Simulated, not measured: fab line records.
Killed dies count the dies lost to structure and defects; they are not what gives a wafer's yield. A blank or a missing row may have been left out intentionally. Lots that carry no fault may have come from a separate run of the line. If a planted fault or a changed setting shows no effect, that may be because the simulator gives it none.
Which tool was responsible? / flow nand_harc / 13 lots, 39 wafers sampled, at 5 steps of a route of 1159

## WHAT EACH GAUGE READ, for each wafer
NHARC_A_BLC_CD_MEAS_10: target cd 100 nm. Usual: cd_nm 99.9 nm, standard deviation 0.5.
lot=L404; measured=day 17 02:20; on=cd_sem-03; cd_nm (nm)=101.3 100.3 100.5; flag=
lot=L407; measured=day 17 15:51; on=cd_sem-03; cd_nm (nm)=99.8 100.0 99.8; flag=
lot=L406; measured=day 17 16:28; on=cd_sem-03; cd_nm (nm)=100.5 99.3 100.5; flag=
lot=L408; measured=day 18 04:33; on=cd_sem-02; cd_nm (nm)=99.6 100.1 100.1; flag=
lot=L413; measured=day 19 16:20; on=cd_sem-02; cd_nm (nm)=100.6 100.6 99.6; flag=
lot=L410; measured=day 19 17:46; on=cd_sem-01; cd_nm (nm)=100.8 99.8 100.5; flag=
lot=L414; measured=day 20 01:21; on=cd_sem-03; cd_nm (nm)=100.1 99.8 99.7; flag=
lot=L417; measured=day 20 20:13; on=cd_sem-01; cd_nm (nm)=99.4 100.1 100.3; flag=
lot=L420; measured=day 21 02:29; on=cd_sem-02; cd_nm (nm)=99.7 100.8 100.3; flag=
lot=L419; measured=day 21 13:19; on=cd_sem-02; cd_nm (nm)=99.4 99.8 99.6; flag=
lot=L425; measured=day 22 15:16; on=cd_sem-01; cd_nm (nm)=99.5 101.0 100.3; flag=
lot=L427; measured=day 22 20:15; on=cd_sem-03; cd_nm (nm)=99.4 99.2 99.2; flag=
lot=L426; measured=day 23 09:52; on=cd_sem-03; cd_nm (nm)=99.5 99.0 100.0; flag=

NHARC_END_SORT_01. Usual: killed_at_array 28, standard deviation 8.9; killed_at_other 0.8, standard deviation 1.2; killed_at_periphery 3.3, standard deviation 2.3; killed_dies 32, standard deviation 9.4; killed_open 3.2, standard deviation 1.8; killed_short 1.9, standard deviation 1.4.
lot=L414; measured=day 21 22:43; on=prober-01; killed_at_array=39 36 41; killed_at_other=1 0 1; killed_at_periphery=5 3 5; killed_dies=45 39 47; killed_open=4 4 5; killed_short=1 0 4; flag=
lot=L425; measured=day 24 13:35; on=prober-02; killed_at_array=36 37 36; killed_at_other=0 1 0; killed_at_periphery=8 6 4; killed_dies=44 44 40; killed_open=2 7 1; killed_short=1 4 1; flag=

## WHAT TOOL EACH LOT RAN ON (gives the tool, then ch and the chambers of the sampled wafers, and finally the start)
lot=L404; NHARC_A_BLC_ETCH_18=rie_diel-09 ch 1,2,3, day 17 04:21 or earlier; NHARC_A_BLC_ALD_23=ald_metal-02 ch 0,1, day 17 04:21; NHARC_A_BLC_CMP_25=cmp-03 ch 0,2,3, day 17 14:13
lot=L407; NHARC_A_BLC_ETCH_18=rie_diel-09 ch 2,3, day 17 18:05 or earlier; NHARC_A_BLC_ALD_23=ald_metal-04 ch 0,3, day 17 18:05; NHARC_A_BLC_CMP_25=cmp-02 ch 1,3, day 17 18:52
lot=L406; NHARC_A_BLC_ETCH_18=rie_diel-09 ch 1,2, day 17 18:37 or earlier; NHARC_A_BLC_ALD_23=ald_metal-03 ch 2,3, day 17 18:37; NHARC_A_BLC_CMP_25=cmp-04 ch 0,2,3, day 17 19:26
lot=L408; NHARC_A_BLC_ETCH_18=rie_diel-09 ch 0,1,2, day 18 06:34 or earlier; NHARC_A_BLC_ALD_23=ald_metal-03 ch 1,2,3, day 18 06:34; NHARC_A_BLC_CMP_25=cmp-03 ch 1,3, day 18 16:08
lot=L413; NHARC_A_BLC_ETCH_18=rie_diel-09 ch 1,2,3, day 19 18:20 or earlier; NHARC_A_BLC_ALD_23=ald_metal-04 ch 0,1,2, day 19 18:20; NHARC_A_BLC_CMP_25=cmp-03 ch 0,1,3, day 19 22:31
lot=L410; NHARC_A_BLC_ETCH_18=rie_diel-09 ch 1,2,3, day 19 19:45 or earlier; NHARC_A_BLC_ALD_23=ald_metal-03 ch 1,2, day 19 19:45; NHARC_A_BLC_CMP_25=cmp-02 ch 1,2,3, day 19 22:57
lot=L414; NHARC_A_BLC_ETCH_18=rie_diel-09 ch 1,2,3, day 20 03:29 or earlier; NHARC_A_BLC_ALD_23=ald_metal-02 ch 1,2,3, day 20 03:29; NHARC_A_BLC_CMP_25=cmp-04 ch 1,2,3, day 20 05:04
lot=L417; NHARC_A_BLC_ETCH_18=rie_diel-06 ch 0,2,3, day 20 22:16 or earlier; NHARC_A_BLC_ALD_23=ald_metal-02 ch 0,1,2, day 20 22:16; NHARC_A_BLC_CMP_25=cmp-04 ch 0,1,2, day 20 23:00
lot=L420; NHARC_A_BLC_ETCH_18=rie_diel-06 ch 0,1,3, day 21 04:31 or earlier; NHARC_A_BLC_ALD_23=ald_metal-04 ch 0,3, day 21 04:31; NHARC_A_BLC_CMP_25=cmp-03 ch 1,3, day 21 05:15
lot=L419; NHARC_A_BLC_ETCH_18=rie_diel-06 ch 0,2, day 21 15:20 or earlier; NHARC_A_BLC_ALD_23=ald_metal-04 ch 0,2,3, day 21 15:20; NHARC_A_BLC_CMP_25=cmp-03 ch 0,3, day 21 21:16
lot=L425; NHARC_A_BLC_ETCH_18=rie_diel-09 ch 0,1,2, day 22 17:26 or earlier; NHARC_A_BLC_ALD_23=ald_metal-02 ch 0,1,3, day 22 17:26; NHARC_A_BLC_CMP_25=cmp-03 ch 1,2,3, day 22 20:19
lot=L427; NHARC_A_BLC_ETCH_18=rie_diel-09 ch 1,2, day 22 22:15 or earlier; NHARC_A_BLC_ALD_23=ald_metal-02 ch 0,1, day 22 22:15; NHARC_A_BLC_CMP_25=cmp-04 ch 1,2,3, day 22 23:01
lot=L426; NHARC_A_BLC_ETCH_18=rie_diel-06 ch 0,1,3, day 23 11:52 or earlier; NHARC_A_BLC_ALD_23=ald_metal-03 ch 0,2,3, day 23 11:52; NHARC_A_BLC_CMP_25=cmp-03 ch 0,1, day 23 16:28
- NHARC_A_BLC_ETCH_18: etches the open film in C4F8/O2/Ar, target depth 910 nm.
- NHARC_A_BLC_ALD_23: deposits TiN, target thk 3 nm, pulse time 1 s, ald cycles 150.
- NHARC_A_BLC_CMP_25: polishes, t overpolish 30 s, target thk 150 nm.

## WHAT THE TOOLS THEMSELVES READ (means of the sampled wafers that have a number; where no wafer has one, the mark that the record gives instead)
NHARC_A_BLC_ETCH_18. Usual: oes_product_au 0.956 a.u., standard deviation 0.02; rf_vpp_V 978 V, standard deviation 6.2.
lot=L404; tool=rie_diel-09; oes_product_au (a.u.)=0.933; rf_vpp_V (V)=981; flag=
lot=L407; tool=rie_diel-09; oes_product_au (a.u.)=0.930; rf_vpp_V (V)=982; flag=
lot=L406; tool=rie_diel-09; oes_product_au (a.u.)=0.980; rf_vpp_V (V)=978; flag=
lot=L408; tool=rie_diel-09; oes_product_au (a.u.)=0.921; rf_vpp_V (V)=977; flag=
lot=L413; tool=rie_diel-09; oes_product_au (a.u.)=0.969; rf_vpp_V (V)=981; flag=
lot=L410; tool=rie_diel-09; oes_product_au (a.u.)=0.972; rf_vpp_V (V)=982; flag=
lot=L414; tool=rie_diel-09; oes_product_au (a.u.)=0.967; rf_vpp_V (V)=982; flag=
lot=L417; tool=rie_diel-06; oes_product_au (a.u.)=0.928; rf_vpp_V (V)=975; flag=
lot=L420; tool=rie_diel-06; oes_product_au (a.u.)=0.959; rf_vpp_V (V)=973; flag=
lot=L419; tool=rie_diel-06; oes_product_au (a.u.)=0.955; rf_vpp_V (V)=978; flag=
lot=L425; tool=rie_diel-09; oes_product_au (a.u.)=0.966; rf_vpp_V (V)=976; flag=
lot=L427; tool=rie_diel-09; oes_product_au (a.u.)=0.925; rf_vpp_V (V)=978; flag=
lot=L426; tool=rie_diel-06; oes_product_au (a.u.)=0.961; rf_vpp_V (V)=974; flag=

NHARC_A_BLC_ALD_23. Usual: heater_power_w 1035 W, standard deviation 130; precursor_pulse_height_rel 1.000, standard deviation 0.02.
lot=L404; tool=ald_metal-02; heater_power_w (W)=1052; precursor_pulse_height_rel=1.008; flag=
lot=L407; tool=ald_metal-04; heater_power_w (W)=1122; precursor_pulse_height_rel=0.999; flag=
lot=L406; tool=ald_metal-03; heater_power_w (W)=1228; precursor_pulse_height_rel=0.985; flag=
lot=L408; tool=ald_metal-03; heater_power_w (W)=1119; precursor_pulse_height_rel=1.013; flag=
lot=L413; tool=ald_metal-04; heater_power_w (W)=1018; precursor_pulse_height_rel=0.983; flag=
lot=L410; tool=ald_metal-03; heater_power_w (W)=1165; precursor_pulse_height_rel=0.984; flag=
lot=L414; tool=ald_metal-02; heater_power_w (W)=906; precursor_pulse_height_rel=0.981; flag=
lot=L417; tool=ald_metal-02; heater_power_w (W)=988; precursor_pulse_height_rel=1.010; flag=
lot=L420; tool=ald_metal-04; heater_power_w (W)=1155; precursor_pulse_height_rel=1.004; flag=
lot=L419; tool=ald_metal-04; heater_power_w (W)=1085; precursor_pulse_height_rel=0.997; flag=
lot=L425; tool=ald_metal-02; heater_power_w (W)=973; precursor_pulse_height_rel=1.008; flag=
lot=L427; tool=ald_metal-02; heater_power_w (W)=964; precursor_pulse_height_rel=1.003; flag=
lot=L426; tool=ald_metal-03; heater_power_w (W)=1144; precursor_pulse_height_rel=0.982; flag=

NHARC_A_BLC_CMP_25. Usual: motor_current_A 12.6 A, standard deviation 1.1; overpolish_run_s 30.000 s, standard deviation 0.0088; time_to_endpoint_s 30.6 s, standard deviation 2.
lot=L404; tool=cmp-03; motor_current_A (A)=12.2; overpolish_run_s (s)=30.000; time_to_endpoint_s (s)=34.0; flag=
lot=L407; tool=cmp-02; motor_current_A (A)=13.1; overpolish_run_s (s)=29.996; time_to_endpoint_s (s)=32.7; flag=
lot=L406; tool=cmp-04; motor_current_A (A)=12.2; overpolish_run_s (s)=29.999; time_to_endpoint_s (s)=31.1; flag=
lot=L408; tool=cmp-03; motor_current_A (A)=13.3; overpolish_run_s (s)=29.995; time_to_endpoint_s (s)=29.7; flag=
lot=L413; tool=cmp-03; motor_current_A (A)=12.9; overpolish_run_s (s)=29.999; time_to_endpoint_s (s)=32.8; flag=
lot=L410; tool=cmp-02; motor_current_A (A)=12.2; overpolish_run_s (s)=30.009; time_to_endpoint_s (s)=30.1; flag=
lot=L414; tool=cmp-04; motor_current_A (A)=12.8; overpolish_run_s (s)=30.011; time_to_endpoint_s (s)=30.5; flag=
lot=L417; tool=cmp-04; motor_current_A (A)=11.5; overpolish_run_s (s)=30.006; time_to_endpoint_s (s)=31.1; flag=
lot=L420; tool=cmp-03; motor_current_A (A)=13.4; overpolish_run_s (s)=30.000; time_to_endpoint_s (s)=32.8; flag=
lot=L419; tool=cmp-03; motor_current_A (A)=12.6; overpolish_run_s (s)=29.998; time_to_endpoint_s (s)=30.1; flag=
lot=L425; tool=cmp-03; motor_current_A (A)=13.1; overpolish_run_s (s)=29.994; time_to_endpoint_s (s)=30.4; flag=
lot=L427; tool=cmp-04; motor_current_A (A)=12.7; overpolish_run_s (s)=29.999; time_to_endpoint_s (s)=27.1; flag=
lot=L426; tool=cmp-03; motor_current_A (A)=13.4; overpolish_run_s (s)=30.005; time_to_endpoint_s (s)=29.5; flag=

## THE ANSWER, worked out from the rows above alone
Rule: lot off if the mean of its wafers having a number is beyond 3 standard deviations from the usual mean. Also off: a lot with no number at a reading for which 4 or more lots have one. All remaining lots with rows at the step are treated as sound. After the gauges, taken in route order, come the tools' own readings; for these a lot's mean is taken, as printed above. The first step at which some lot is off is used, and at that step the reading that is off furthest; a lot without a number counts as furthest.
None of the lots is off at any reading shown; this tells nothing.

## WHAT THE SIMULATOR PUT IN
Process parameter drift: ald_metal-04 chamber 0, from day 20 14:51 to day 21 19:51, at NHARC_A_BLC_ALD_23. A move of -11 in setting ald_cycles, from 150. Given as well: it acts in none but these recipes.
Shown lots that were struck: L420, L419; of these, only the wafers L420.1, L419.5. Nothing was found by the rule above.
